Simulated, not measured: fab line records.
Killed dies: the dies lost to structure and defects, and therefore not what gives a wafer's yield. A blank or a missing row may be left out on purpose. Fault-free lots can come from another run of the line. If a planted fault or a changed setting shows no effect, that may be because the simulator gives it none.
What tool caused it? ; flow n5_finfet ; 11 lots (33 wafers sampled), 1 step of a 1938-step route

## WHAT EACH GAUGE READ, for each wafer
N5_BEOL_M6_INSPECT_30: inspects for defects (brightfield).
lot;measured;on;raw_defect_count
L585;day 9 16:33;defect_inspect-02;518 462 389
L584;day 10 08:38;defect_inspect-02;395 415 352
L587;day 10 19:41;defect_inspect-01;256 396 219
L590;day 11 17:29;defect_inspect-02;512 534 488
L597;day 13 21:40;defect_inspect-02;448 611 701
L598;day 13 23:34;defect_inspect-02;487 400 334
L602;day 14 11:47;defect_inspect-01;338 286 354
L601;day 14 11:50;defect_inspect-02;250 332 367
L604;day 14 11:52;defect_inspect-01;486 452 342
L605;day 15 10:22;defect_inspect-01;445 446 379
L603;day 16 08:41;defect_inspect-02;304 357 326

## WHICH TOOL RAN EACH LOT (tool, then ch and the chambers of the sampled wafers, then the start)
The record shows no process step preceding these readings.

## THE ANSWER, worked out from the rows above alone
Rule: the lots themselves supply what counts as usual. The widest of any qualifying gaps counts: lots, ordered by their means at a reading, are off when they make up no more than a third of the lots, leave a main group of 4 or more, and stand apart from it by 3 or more times the standard deviation of that group's means. A main group is skipped when, at the precision printed for the reading in the tables above, its means are all equal. Also off: a lot with no number at a reading for which 4 or more lots have one. Any other lot the step has rows for is counted as sound.
No lot is off at any reading shown: from this, nothing can be told.

## WHAT WAS PUT IN BY THE SIMULATOR
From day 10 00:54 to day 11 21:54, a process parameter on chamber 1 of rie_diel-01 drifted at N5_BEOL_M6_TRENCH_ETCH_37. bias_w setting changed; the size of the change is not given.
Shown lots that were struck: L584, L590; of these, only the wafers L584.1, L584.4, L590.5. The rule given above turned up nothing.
